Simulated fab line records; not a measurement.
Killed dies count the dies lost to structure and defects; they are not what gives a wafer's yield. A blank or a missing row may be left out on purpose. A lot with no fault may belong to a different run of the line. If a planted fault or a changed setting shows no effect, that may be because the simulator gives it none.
Split-lot experiment || flow n5_finfet || route with 1938 steps; 7 lots, 21 wafers read

THE SPLIT
At N5_BEOL_M5_EXPOSE_08 (exposes mask M5, target cd 28 nm), the setting dose_mj was moved away from the recipe's 35.75 on 9 of the 21 wafers read, by -6.9% to -3.0%. For the rest of the wafers, this setting stayed at what the recipe calls for.

FROM THE SPLIT TO THE READING: what the file shows between them, 25 steps
- N5_BEOL_M5_PEB_09: peb time 60 s
- N5_BEOL_M5_DEVELOP_10: develop time 30 s
- N5_BEOL_M5_CD_MEAS_11: target cd 27.74 nm
- N5_BEOL_M5_DESCUM_16: chemistry O2, time 7 s
- N5_BEOL_M5_ETCH_72: etches underlayer in N2/H2, target depth 6.5 nm, time 5.2 s
- N5_BEOL_M5_ETCH_61: etches SiARC in CF4, target depth 15.6 nm, time 26 s
- N5_BEOL_M5_ETCH_62: etches SOC in N2/H2, target depth 75 nm, overetch 15 nm, time 112.5 s
- N5_BEOL_M5_STRIP_63: strips in N2/H2
- N5_BEOL_M5_HM_OPEN_17: chemistry Cl2/BCl3, target TiN, target depth 20 nm, overetch 6 nm
- N5_BEOL_M5_STRIP_19: strips in O2
- N5_BEOL_M5_CD_MEAS_18: pitch 56 nm, target cd 28 nm
- N5_BEOL_M5_COAT_65: time 60 s, resist thk 60 nm
- N5_BEOL_M5_COAT_66: time 60 s, resist thk 12 nm
- N5_BEOL_M5_DESCUM_33: chemistry O2, time 7 s
- N5_BEOL_M5_ETCH_75: etches underlayer in N2/H2, target depth 6.5 nm, time 5.2 s
- N5_BEOL_M5_ETCH_67: etches SiARC in CF4, target depth 15.6 nm, time 26 s
- N5_BEOL_M5_ETCH_68: etches SOC in N2/H2, target depth 80 nm, overetch 16 nm, time 120 s
- N5_BEOL_M5_STRIP_69: strips in N2/H2
- N5_BEOL_M5_STRIP_85: strips in C4F6/O2
- N5_BEOL_M5_STRIP_36: strips in N2/H2
- N5_BEOL_M5_TRENCH_ETCH_37: etches SiCOH lowk in C4F6/O2, target depth 71.652 nm, time 24.7 s
- N5_BEOL_M5_ETCH_41: etches SiCN in CH3F/O2, target depth 31.5 nm, time 56.7 s
- N5_BEOL_M5_STRIP_91: strips in N2/H2, time 10 s
- N5_BEOL_M5_PRECLEAN_42: cleans in residue remover, time 60 s
- N5_BEOL_M5_SRD_43: time 30 s

THE READING
cd_nm, in nm, at N5_BEOL_M5_CD_MEAS_35 (target cd 28 nm, target cd y 24 nm). A value of 27.9 nm with a standard deviation of 0.34 nm is what fault-free wafers of this fab line usually give.

{"wafer": "L074.2", "tool, chamber at the split": "euv_scanner-02, 0", "dose_mj as run": 35.75, "against the recipe": "recipe", "cd_nm, nm": 28.4, "against lot-mates on the recipe": "-"}
{"wafer": "L074.3", "tool, chamber at the split": "euv_scanner-02, 0", "dose_mj as run": 35.75, "against the recipe": "recipe", "cd_nm, nm": 28.2, "against lot-mates on the recipe": "-"}
{"wafer": "L074.4", "tool, chamber at the split": "euv_scanner-02, 0", "dose_mj as run": 35.75, "against the recipe": "recipe", "cd_nm, nm": 27.9, "against lot-mates on the recipe": "-"}
{"wafer": "L076.1", "tool, chamber at the split": "euv_scanner-01, 0", "dose_mj as run": 34.23, "against the recipe": "-4.3%", "cd_nm, nm": 26.5, "against lot-mates on the recipe": -1.6}
{"wafer": "L076.2", "tool, chamber at the split": "euv_scanner-01, 0", "dose_mj as run": 34.23, "against the recipe": "-4.3%", "cd_nm, nm": 26.7, "against lot-mates on the recipe": -1.4}
{"wafer": "L076.5", "tool, chamber at the split": "euv_scanner-01, 0", "dose_mj as run": 35.75, "against the recipe": "recipe", "cd_nm, nm": 28.1, "against lot-mates on the recipe": "-"}
{"wafer": "L084.3", "tool, chamber at the split": "euv_scanner-02, 0", "dose_mj as run": 34, "against the recipe": "-4.9%", "cd_nm, nm": 26.2, "against lot-mates on the recipe": -1.3}
{"wafer": "L084.5", "tool, chamber at the split": "euv_scanner-02, 0", "dose_mj as run": 35.75, "against the recipe": "recipe", "cd_nm, nm": 27.5, "against lot-mates on the recipe": "-"}
{"wafer": "L084.6", "tool, chamber at the split": "euv_scanner-02, 0", "dose_mj as run": 34, "against the recipe": "-4.9%", "cd_nm, nm": 26.8, "against lot-mates on the recipe": -0.7}
{"wafer": "L085.1", "tool, chamber at the split": "euv_scanner-01, 0", "dose_mj as run": 35.75, "against the recipe": "recipe", "cd_nm, nm": 27.8, "against lot-mates on the recipe": "-"}
{"wafer": "L085.5", "tool, chamber at the split": "euv_scanner-01, 0", "dose_mj as run": 35.75, "against the recipe": "recipe", "cd_nm, nm": 28.2, "against lot-mates on the recipe": "-"}
{"wafer": "L085.6", "tool, chamber at the split": "euv_scanner-01, 0", "dose_mj as run": 35.75, "against the recipe": "recipe", "cd_nm, nm": 27.9, "against lot-mates on the recipe": "-"}
{"wafer": "L092.1", "tool, chamber at the split": "euv_scanner-02, 0", "dose_mj as run": 35.75, "against the recipe": "recipe", "cd_nm, nm": 28.1, "against lot-mates on the recipe": "-"}
{"wafer": "L092.2", "tool, chamber at the split": "euv_scanner-02, 0", "dose_mj as run": 33.32, "against the recipe": "-6.8%", "cd_nm, nm": 26.5, "against lot-mates on the recipe": -1.5}
{"wafer": "L092.3", "tool, chamber at the split": "euv_scanner-02, 0", "dose_mj as run": 35.75, "against the recipe": "recipe", "cd_nm, nm": 27.8, "against lot-mates on the recipe": "-"}
{"wafer": "L093.2", "tool, chamber at the split": "euv_scanner-01, 0", "dose_mj as run": 33.29, "against the recipe": "-6.9%", "cd_nm, nm": 25.9, "against lot-mates on the recipe": -1.8}
{"wafer": "L093.3", "tool, chamber at the split": "euv_scanner-01, 0", "dose_mj as run": 35.75, "against the recipe": "recipe", "cd_nm, nm": 27.7, "against lot-mates on the recipe": "-"}
{"wafer": "L093.4", "tool, chamber at the split": "euv_scanner-01, 0", "dose_mj as run": 33.29, "against the recipe": "-6.9%", "cd_nm, nm": 26.3, "against lot-mates on the recipe": -1.4}
{"wafer": "L091.1", "tool, chamber at the split": "euv_scanner-01, 0", "dose_mj as run": 34.67, "against the recipe": "-3.0%", "cd_nm, nm": 26.3, "against lot-mates on the recipe": -1.8}
{"wafer": "L091.5", "tool, chamber at the split": "euv_scanner-01, 0", "dose_mj as run": 34.67, "against the recipe": "-3.0%", "cd_nm, nm": 26.6, "against lot-mates on the recipe": -1.5}
{"wafer": "L091.6", "tool, chamber at the split": "euv_scanner-01, 0", "dose_mj as run": 35.75, "against the recipe": "recipe", "cd_nm, nm": 28.1, "against lot-mates on the recipe": "-"}

THE FIT
A straight line over all 21 wafers: cd_nm changes by +0.28 nm for each +1% of dose_mj; r = +0.92; the points scatter about the line by 0.34 nm.
The same after taking each lot's own level away (the mean of its wafers on the recipe; 21 wafers): +0.249 nm for each +1%; r = +0.88; scatter 0.37 nm.
On that fit, the largest move of dose_mj shifts the reading by 1.7 nm.
Across the lots, their own levels run from 27.50 to 28.17 nm, a range of 2.0 times the standard deviation given above.
Hence the slope depends on the lot-to-lot level, as the two fits are not the same.
Check: with one of the wafers moved furthest among these (-6.9%) left out of the fit, the line predicts -1.8 nm for it against its lot-mates. Against them it came out at -1.8 nm.

THE WHOLE CHAIN: every reading that the file lists as answering this split, in the file's order
{"step": "N5_BEOL_M5_CD_MEAS_11", "what it does": "target cd 27.74 nm", "reading": "cd_nm", "change (the file's fit)": "+0.306 nm for each +1% of the setting", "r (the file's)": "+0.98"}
{"step": "N5_BEOL_M5_DESCUM_16", "what it does": "chemistry O2, time 7 s", "reading": "BEOL_M5.cd_nm (the simulator's own value, which no gauge read)", "change (the file's fit)": "+0.266 nm for each +1% of the setting", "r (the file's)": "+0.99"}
{"step": "N5_BEOL_M5_ETCH_61", "what it does": "etches SiARC in CF4, target depth 15.6 nm, time 26 s", "reading": "BEOL_M5.cd_nm (the simulator's own value, which no gauge read)", "change (the file's fit)": "+0.282 nm for each +1% of the setting", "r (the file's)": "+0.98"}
{"step": "N5_BEOL_M5_CD_MEAS_18", "what it does": "pitch 56 nm, target cd 28 nm", "reading": "cd_nm", "change (the file's fit)": "+0.307 nm for each +1% of the setting", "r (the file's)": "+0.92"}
{"step": "N5_BEOL_M5_ETCH_67", "what it does": "etches SiARC in CF4, target depth 15.6 nm, time 26 s", "reading": "BEOL_M5.cd_nm (the simulator's own value, which no gauge read)", "change (the file's fit)": "+0.289 nm for each +1% of the setting", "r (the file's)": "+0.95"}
{"step": "N5_BEOL_M5_TRENCH_ETCH_37", "what it does": "etches SiCOH lowk in C4F6/O2, target depth 71.652 nm, time 24.7 s", "reading": "BEOL_M5.cd_nm (the simulator's own value, which no gauge read)", "change (the file's fit)": "+0.264 nm for each +1% of the setting", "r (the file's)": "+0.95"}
{"step": "N5_BEOL_M5_CD_MEAS_35", "what it does": "target cd 28 nm, target cd y 24 nm", "reading": "cd_nm", "change (the file's fit)": "+0.258 nm for each +1% of the setting", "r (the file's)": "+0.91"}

THE FILE'S OWN FIT
cd_nm changes by +0.258 nm for each +1% of dose_mj, r = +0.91.
